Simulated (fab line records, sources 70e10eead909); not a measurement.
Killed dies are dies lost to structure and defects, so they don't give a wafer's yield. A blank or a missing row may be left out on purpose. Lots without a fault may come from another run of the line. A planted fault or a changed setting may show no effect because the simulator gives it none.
fab line records | flow nand_harc
record lots=14 wafers=41 last_day=34
route steps=1302 shown A_CHANNEL_HOLE_D1@465
lots that met no fault: from a run of the same line without faults
start_h: hours from the record's first day to the start of the lot's first wafer shown | wait_h: hours since the lot's step before | " the same as in the row above | L1.1+2: a row that stands for several wafers | - no value, or no start given | * or withheld: withheld | < > ~ a bound
route shown NAME@n: a module of which the file shows steps, and the number in the route of the first | usual: mean/standard deviation of fault-free wafers | same: alike in all rows | chamber/n: place in a boat | sites: the reading at each site | _std_site: their standard deviation | _edge_site: outer sites' mean less inner sites' | radius_mm: how far each site lies from the wafer's centre | mask NAME#n: copy n | behind: the tool/chamber that last shaped the wafer | hold: why the lot was held/for how many hours/how that ended | device: the transistor (n, p or np) that didn't switch | end of line: the same wafers' tests at the end of the route | a step without rows: its recipe alone | killed: dies lost to structure and defects at the first sort, not the wafer's yield | map: a wafer's dies, x killed, . not, _ none there
set.NAME: the setting as run; set.NAME@STEP: as run at that earlier step | model.NAME: the simulator's own value behind a step, which no gauge read
steps of the route over a sample of lots; a table a step, a row a wafer
services: from which hour (start_h, from the record's first day; less than 0 if before it) a tool's chamber was out of use, for how many hours, and why
## steps
# step NHARC_A_CHANNEL_HOLE_D1_DESCUM_15
# recipe time_s=3 o2_flow_sccm=200 ar_flow_sccm=0 bias_power_w=0 chemistry=O2
# usual drypump_motor_current_A=5.9/0.38 mfc_ar_sccm=0.010/0.0088 oes_product_au=1.001/0.0083 rf_vpp_V=57.7/0.79 showerhead_plenum_p_Torr=1.91/0.071 throttle_valve_pct=11.313/0.0086
# columns lot.wafer tool chamber start_h wait_h drypump_motor_current_A mfc_ar_sccm oes_product_au rf_hours_counter_h rf_vpp_V showerhead_plenum_p_Torr throttle_valve_pct
L533.3 rie_diel-06 1 183.61 0.1 5.6 0.007 1.021 3 57.3 2.01 11.312
L533.2 " 2 " " 5.8 0.021 1.002 3 58.1 1.84 11.310
L533.6 " 2 " " 5.8 0.021 0.999 - 55.7 1.84 11.294
L534.2 rie_diel-09 1 184.26 0.1 5.2 0 1.007 11 58.6 1.88 11.306
L534.5 " 0 " " 6.3 0.008 1.014 - 58.2 1.88 11.314
L534.6 " 1 " " 5.2 0 1.002 - 56.9 1.88 11.316
L535.3 rie_diel-06 2 209.43 0.1 5.8 0.021 1.012 4 57.3 1.84 11.297
L535.1 " 3 " " 6.5 0 1.000 5 57.5 1.88 11.328
L535.5 " 3 " " 6.5 0 1.010 - 56.6 1.88 11.308
L536.2 rie_diel-05 3 210.29 0.1 5.8 0.012 1.000 51 57.5 1.99 11.325
L536.5 " 0 " " 5.8 0 1.012 - 58.5 1.82 11.308
L536.6 " 1 " " 6.0 0.032 0.997 - 56.9 1.83 11.304
L543.3 rie_diel-06 1 272.92 0.1 5.6 0.007 1.003 11 58.1 2.01 11.310
L543.6 " 3 " " 6.6 0 0.996 - 57.6 1.88 11.312
L545.2 rie_diel-06 0 301.02 0.1 5.9 0.015 1.010 14 58.3 1.89 11.313
L545.1 " 2 " " 5.8 0.021 0.999 13 57.7 1.83 11.320
L545.6 " 1 " " 5.6 0.007 1.020 - 58.7 2.01 11.325
L547.1 rie_diel-05 3 325.25 0.1 5.8 0.012 0.991 26 58.3 1.98 11.330
L547.3 " 0 " " 5.8 0 0.992 23 56.3 1.80 11.310
L547.2 " 1 " " 6.0 0.032 1.000 21 58.5 1.82 11.320
L549.3 rie_diel-09 2 335.37 0.1 6.0 0.012 1.012 0 56.8 1.91 11.308
L549.4 " 0 " " 6.3 0.008 1.013 0 57.6 1.87 11.296
L549.6 " 3 " " 5.0 0 0.994 - 58.5 1.98 11.308
L551.1 rie_diel-05 2 356.27 0.1 6.1 0 1.012 30 58.9 2.05 11.314
L551.6 " 3 " " 5.8 0.012 0.998 - 57.6 1.97 11.299
L551.5 " 0 " " 5.9 0 0.996 - 57.7 1.80 11.305
L552.3 rie_diel-06 1 369.68 0.1 5.6 0.007 0.990 5 58.6 2.00 11.318
L552.1 " 3 " " 6.6 0 0.995 5 56.9 1.88 11.307
L552.6 " 0 " " 5.9 0.015 0.987 - 57.4 1.88 11.298
L553.3 rie_diel-06 0 392.59 0.1 6.0 0.015 0.995 7 57.8 1.88 11.316
L553.1 " 1 " " 5.6 0.007 1.005 8 58.6 2.00 11.319
L553.4 " 0 " " 5.9 0.015 0.996 - 57.7 1.88 11.313
L555.3 rie_diel-06 3 400.15 0.1 6.5 0 0.996 8 58.2 1.88 11.309
L555.4 " 0 " " 6.0 0.015 0.985 8 57.7 1.88 11.327
L555.5 " 3 " " 6.6 0 0.998 - 58.4 1.88 11.318
L554.3 rie_diel-09 0 400.58 0.1 6.3 0.008 1.014 29 56.6 1.86 11.301
L554.2 " 1 " " 5.2 0 1.000 25 57.1 1.86 11.310
L554.1 " 3 " " 5.0 0 1.004 25 58.4 1.98 11.321
L556.1 rie_diel-09 2 418.52 0.1 6.0 0.012 0.995 31 58.0 1.90 11.316
L556.5 " 0 " " 6.3 0.008 1.005 - 57.8 1.85 11.314
L556.6 " 1 " " 5.3 0 1.008 - 58.2 1.86 11.306
# step NHARC_A_CHANNEL_HOLE_D1_ETCH_39
# recipe target_depth_a=2600 over_etch_frac=0.3 time_s=325 ion_energy_ev=200 n2_flow_sccm=150 h2_flow_sccm=150 ar_flow_sccm=0 rf_w=400 bias_w=150 chemistry=N2/H2
# usual drypump_motor_current_A=5.9/0.4 mfc_ar_sccm=0.009/0.0084 oes_product_au=1.000/0.01 rf_vpp_V=430.5/2.3 showerhead_plenum_p_Torr=2.04/0.077 throttle_valve_pct=14.171/0.0084
# columns lot.wafer tool chamber start_h wait_h drypump_motor_current_A mfc_ar_sccm oes_product_au rf_hours_counter_h rf_vpp_V showerhead_plenum_p_Torr throttle_valve_pct
L533.3 rie_diel-06 3 183.78 - 6.6 0 0.989 3 430.7 2.01 14.159
L533.2 " 2 " " 5.8 0.021 0.993 3 428.3 1.96 14.169
L533.6 " 0 " " 6.0 0.015 1.000 - 428.8 2.01 14.150
L534.2 rie_diel-09 2 184.60 - 6.0 0.012 1.011 11 432.3 2.05 14.179
L534.5 " 0 " " 6.3 0.008 1.019 - 430.2 2.00 14.160
L534.6 " 1 " " 5.3 0 1.010 - 429.8 2.00 14.171
L535.1 rie_diel-06 1 209.63 - 5.6 0.007 1.014 5 432.9 2.15 14.177
L535.3 " 2 " " 5.8 0.021 1.016 4 429.1 1.96 14.180
L535.5 " 0 " " 5.9 0.015 1.007 - 429.5 2.01 14.172
L536.2 rie_diel-05 0 210.53 - 5.8 0 1.004 45 427.1 1.93 14.164
L536.6 " 3 " " 5.8 0.012 0.985 - 432.7 2.12 14.180
L536.5 " 0 " " 5.8 0 1.000 - 427.4 1.93 14.173
L543.3 rie_diel-06 1 273.08 - 5.6 0.007 1.006 11 434.0 2.14 14.167
L543.6 " 2 " " 5.8 0.021 0.869 - 427.6 1.95 14.174
L545.2 rie_diel-06 3 301.22 - 6.5 0 0.996 13 430.1 2.00 14.172
L545.1 " 0 " " 5.9 0.015 1.002 14 430.0 2.01 14.162
L545.6 " 2 " " 5.8 0.021 0.869 - 428.1 1.95 14.171
L547.1 rie_diel-05 3 325.44 - 5.9 0.012 0.978 26 432.7 2.11 14.173
L547.2 " 0 " " 5.8 0 0.990 23 427.2 1.92 14.178
L547.3 " 1 " " 6.0 0.032 0.991 21 425.9 1.94 14.172
L549.4 rie_diel-09 0 335.57 - 6.3 0.008 1.007 0 429.1 1.99 14.169
L549.3 " 2 " " 6.0 0.012 1.014 0 430.5 2.03 14.173
L549.6 " 3 " " 4.9 0 0.991 - 434.0 2.12 14.157
L551.1 rie_diel-05 3 356.42 - 5.8 0.012 0.978 34 430.7 2.11 14.163
L551.5 " 3 " " 5.9 0.012 0.979 - 433.0 2.11 14.186
L551.6 " 0 " " 5.8 0 0.979 - 427.2 1.92 14.167
L552.1 rie_diel-06 3 369.85 - 6.5 0 1.009 5 429.6 2.00 14.165
L552.3 " 2 " " 5.8 0.021 1.012 6 428.7 1.95 14.172
L552.6 " 3 " " 6.5 0 1.007 - 429.1 2.00 14.161
L553.1 rie_diel-06 1 392.78 - 5.6 0.007 0.997 8 434.1 2.14 14.169
L553.3 " 3 " " 6.5 0 0.983 7 429.1 2.00 14.176
L553.4 " 1 " " 5.6 0.007 0.991 - 432.9 2.14 14.165
L555.3 rie_diel-06 3 400.32 - 6.5 0 0.995 8 431.0 2.00 14.162
L555.4 " 2 " " 5.8 0.021 1.012 8 428.1 1.95 14.182
L555.5 " 0 " " 6.0 0.015 0.989 - 430.6 2.01 14.165
L554.2 rie_diel-09 3 400.76 - 4.9 0 1.007 25 431.7 2.11 14.163
L554.3 " 1 " " 5.2 0 1.001 25 430.0 1.98 14.153
L554.1 " 2 " " 6.0 0.012 0.993 22 430.1 2.03 14.177
L556.1 rie_diel-09 2 418.76 - 6.0 0.012 0.997 32 430.6 2.02 14.175
L556.6 " 3 " " 5.0 0 1.000 - 432.8 2.10 14.171
L556.5 " 0 " " 6.3 0.008 1.001 - 429.4 1.97 14.165
# step NHARC_A_CHANNEL_HOLE_D1_ETCH_16
# recipe target_depth_a=31000 over_etch_frac=0.3 time_s=806 ion_energy_ev=150 o2_flow_sccm=400 cos_flow_sccm=20 ar_flow_sccm=0 rf_w=500 bias_w=300 chemistry=O2/COS
# usual drypump_motor_current_A=5.9/0.39 mfc_ar_sccm=0.010/0.0088 oes_product_au=1.000/0.0087 rf_vpp_V=314.0/1.9 showerhead_plenum_p_Torr=3.11/0.11 throttle_valve_pct=28.330/0.01
# columns lot.wafer tool chamber start_h wait_h drypump_motor_current_A mfc_ar_sccm oes_product_au rf_hours_counter_h rf_vpp_V showerhead_plenum_p_Torr throttle_valve_pct
L533.2 rie_diel-06 1 - - 5.6 0.007 1.009 3 317.0 3.27 28.335
L533.3 " 3 " " 6.6 0 0.988 4 313.0 3.08 28.328
L533.6 " 0 " " 5.9 0.015 0.989 - 314.3 3.09 28.338
L534.2 rie_diel-09 1 - - 5.3 0 1.014 11 313.6 3.07 28.350
L534.5 " 2 " " 6.0 0.012 1.001 - 316.0 3.13 28.324
L534.6 " 3 " " 5.0 0 1.002 - 315.7 3.25 28.338
L535.1 rie_diel-06 0 - - 6.0 0.015 1.001 6 314.0 3.08 28.312
L535.3 " 2 " " 5.8 0.021 1.008 5 312.6 3.00 28.318
L535.5 " 3 " " 6.5 0 0.995 - 312.6 3.08 28.326
L536.2 rie_diel-05 3 - - 5.8 0.012 0.994 51 317.5 3.24 28.326
L536.6 " 2 " " 6.1 0 1.007 - 317.9 3.35 28.324
L536.5 " 3 " " 5.9 0.012 1.003 - 316.2 3.24 28.336
L543.3 rie_diel-06 3 - - 6.6 0 0.999 12 314.1 3.07 28.323
L543.6 " 3 " " 6.6 0 1.003 - 314.0 3.07 28.329
L545.1 rie_diel-06 0 - - 6.0 0.015 1.003 14 313.4 3.08 28.310
L545.2 " 1 " " 5.6 0.007 1.013 13 317.4 3.27 28.345
L545.6 " 1 " " 5.6 0.007 1.020 - 318.1 3.27 28.325
L547.1 rie_diel-05 0 - - 5.8 0 0.996 23 311.9 2.95 28.334
L547.3 " 1 " " 6.0 0.032 0.998 21 311.4 2.98 28.330
L547.2 " 3 " " 5.9 0.012 0.982 26 316.0 3.22 28.332
L549.3 rie_diel-09 3 - - 5.0 0 1.001 0 314.1 3.23 28.335
L549.4 " 0 " " 6.3 0.008 1.004 1 311.7 3.05 28.313
L549.6 " 1 " " 5.3 0 0.997 - 313.4 3.05 28.350
L551.1 rie_diel-05 0 - - 5.9 0 0.981 30 311.8 2.95 28.333
L551.5 " 3 " " 5.8 0.012 0.979 - 316.9 3.21 28.330
L551.6 " 0 " " 5.9 0 0.987 - 311.3 2.95 28.315
L552.3 rie_diel-06 2 - - 5.8 0.021 1.002 6 311.2 3.00 28.349
L552.1 " 0 " " 5.9 0.015 0.992 5 312.9 3.08 28.346
L552.6 " 1 " " 5.6 0.007 1.002 - 315.6 3.26 28.322
L553.1 rie_diel-06 1 - - 5.6 0.007 0.984 9 317.6 3.26 28.330
L553.3 " 3 " " 6.6 0 0.989 7 312.4 3.07 28.313
L553.4 " 1 " " 5.6 0.007 0.996 - 316.0 3.26 28.330
L555.4 rie_diel-06 0 - - 6.0 0.015 0.990 8 313.8 3.08 28.335
L555.3 " 3 " " 6.5 0 1.008 8 313.3 3.07 28.336
L555.5 " 1 " " 5.6 0.007 1.007 - 315.8 3.26 28.327
L554.2 rie_diel-09 0 - - 6.3 0.008 1.006 29 313.9 3.03 28.329
L554.3 " 1 " " 5.3 0 1.003 25 314.8 3.04 28.320
L554.1 " 3 " " 5.0 0 1.000 25 315.9 3.22 28.331
L556.1 rie_diel-09 1 - - 5.3 0 0.996 34 313.4 3.03 28.324
L556.5 " 0 " " 6.3 0.008 1.001 - 312.2 3.03 28.331
L556.6 " 1 " " 5.3 0 0.999 - 312.1 3.03 28.318
# step NHARC_A_CHANNEL_HOLE_D1_ETCH_19
# recipe bias_v=1200 source_w=2500 pressure_mtorr=15 time_s=34.5 ar_flow_sccm=375 c4f8_flow_sccm=28.8 o2_flow_sccm=96.2 temp_c=-20 target_depth_a=* chemistry=C4F8/O2/Ar
# usual drypump_motor_current_A=5.9/0.64 mfc_ar_sccm=374.9/1.2 showerhead_plenum_p_Torr=3.59/0.13 throttle_valve_pct=37.037/0.0097
# columns lot.wafer tool chamber start_h wait_h drypump_motor_current_A mfc_ar_sccm rf_hours_counter_h showerhead_plenum_p_Torr throttle_valve_pct
L533.2 har_etch-01 0 184.79 0.1 5.3 375.5 84 3.54 37.022
L533.3 " 1 " " 6.3 374.2 - 3.64 37.039
L533.6 " 0 " " 5.3 376.7 - 3.54 37.044
L534.2 har_etch-02 1 185.55 0.1 5.1 374.9 302 3.66 37.048
L534.5 " 1 " " 5.1 373.8 - 3.66 37.039
L534.6 " 0 " " 6.6 374.0 - 3.52 37.028
L535.1 har_etch-01 1 213.87 3.3 6.4 373.9 99 3.63 37.055
L535.3 " 1 " " 6.4 374.5 - 3.63 37.035
L535.5 " 1 " " 6.4 374.2 - 3.63 37.040
L536.2 har_etch-02 0 216.54 4.7 6.6 375.3 317 3.51 37.041
L536.5 " 0 " " 6.6 376.1 - 3.51 37.034
L536.6 " 1 " " 5.1 373.5 - 3.65 37.034
L543.3 har_etch-01 1 274.13 0.1 6.4 374.5 - 3.61 37.053
L543.6 " 0 " " 5.3 374.7 - 3.51 37.007
L545.2 har_etch-01 1 303.95 1.8 6.4 375.1 153 3.60 37.039
L545.1 " 0 " " 5.3 376.8 153 3.51 37.032
L545.6 " 0 " " 5.3 374.8 - 3.51 37.050
L547.2 har_etch-02 0 326.42 0.1 6.6 374.9 378 3.48 37.061
L547.1 " 1 " " 5.1 377.2 378 3.61 37.036
L547.3 " 0 " " 6.6 375.0 - 3.48 37.026
L549.3 har_etch-02 0 339.07 2.6 6.6 375.9 - 3.47 37.040
L549.4 " 0 " " 6.7 374.0 - 3.47 37.045
L549.6 " 0 " " 6.6 375.6 - 3.47 37.035
L551.1 har_etch-01 1 357.43 0.1 6.4 373.1 187 3.58 37.038
L551.6 " 1 " " 6.4 374.7 - 3.58 37.021
L551.5 " 0 " " 5.3 373.6 - 3.49 37.037
L552.1 har_etch-02 0 373.04 2.3 6.6 374.9 417 3.46 37.021
L552.3 " 1 " " 5.1 375.3 - 3.61 37.032
L552.6 " 1 " " 5.1 373.6 - 3.61 37.027
L553.1 har_etch-02 1 397.05 3.2 5.1 375.1 0 3.99 37.047
L553.3 " 1 " " 5.1 374.3 - 3.99 37.033
L553.4 " 0 " " 6.6 375.7 - 3.99 37.039
L555.4 har_etch-02 0 401.35 0.1 6.6 374.7 - 3.98 37.040
L555.3 " 1 " " 5.1 376.1 - 3.98 37.038
L555.5 " 0 " " 6.6 376.3 - 3.98 37.033
L554.1 har_etch-01 0 403.75 2.1 5.3 374.5 221 3.47 37.036
L554.2 " 1 " " 6.4 374.8 221 3.56 37.036
L554.3 " 1 " " 6.4 376.2 - 3.56 37.032
L556.1 har_etch-01 1 419.71 0.1 6.4 374.8 233 3.56 37.033
L556.6 " 0 " " 5.3 377.6 - 3.46 37.037
L556.5 " 1 " " 6.4 373.8 - 3.56 37.032
## services
# columns tool chamber start_h hours kind
rie_diel-06 0 163.85 - clean
rie_diel-06 1 163.85 - clean
rie_diel-06 2 163.85 - clean
rie_diel-06 3 163.85 - clean
rie_diel-05 0 172.33 6.0 repair
rie_diel-06 2 187.04 6.6 repair
rie_diel-06 0 188.35 - clean
rie_diel-06 1 188.35 - clean
har_etch-01 - 191.05 0.8 repair
rie_diel-09 - 214.17 0.1 repair
rie_diel-06 3 224.66 6.1 repair
rie_diel-05 - 229.76 9.0 pm
rie_diel-09 1 270.56 8.9 repair
rie_diel-05 2 274.22 6.2 repair
rie_diel-05 1 277.89 1.8 repair
rie_diel-05 0 296.74 6.2 repair
rie_diel-06 - 307.35 9.0 pm
rie_diel-09 - 320.82 9.0 pm
har_etch-01 - 323.29 1.9 repair
rie_diel-09 1 343.38 2.4 repair
rie_diel-09 3 352.38 8.4 repair
har_etch-02 - 380.05 17.0 pm
rie_diel-06 2 385.34 11.2 repair
rie_diel-05 - 406.76 9.0 pm
## key
first_sign step=NHARC_A_CHANNEL_HOLE_D1_ETCH_39 reading=oes_product_au direction=down sigmas=13 usual=1.000 struck=0.869
effect none on later readings
met_at NHARC_A_CHANNEL_HOLE_D1_ETCH_39
struck_lots L543,L545
struck_wafers L543.6,L545.6
sort_left_out L543.6,L545.6
tester_left_out L543,L545
not_acting_at NHARC_A_CHANNEL_HOLE_D1_DESCUM_15,NHARC_A_CHANNEL_HOLE_D1_ETCH_16,NHARC_A_CHANNEL_HOLE_D1_ETCH_19
onset_between 209.63 273.08
fault kind=process_parameter_drift tool=rie_diel-06 chamber=- onset_h=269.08 steps=NHARC_A_CHANNEL_HOLE_D1_ETCH_39 channel=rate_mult offset=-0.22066 shape=step end_h=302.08 scope=struck_wafers_only
# tester_left_out: of these lots the tester's yield and bins aren't shown, on N5 and GAA mostly nor the transistor test; their killed dies are dies lost to structure and defects alone, not to doping, threshold or leakage, so they don't give the yield
# sort_left_out: the simulated sort isn't trusted on such a fault, so these wafers' sort isn't shown, and their yield isn't known
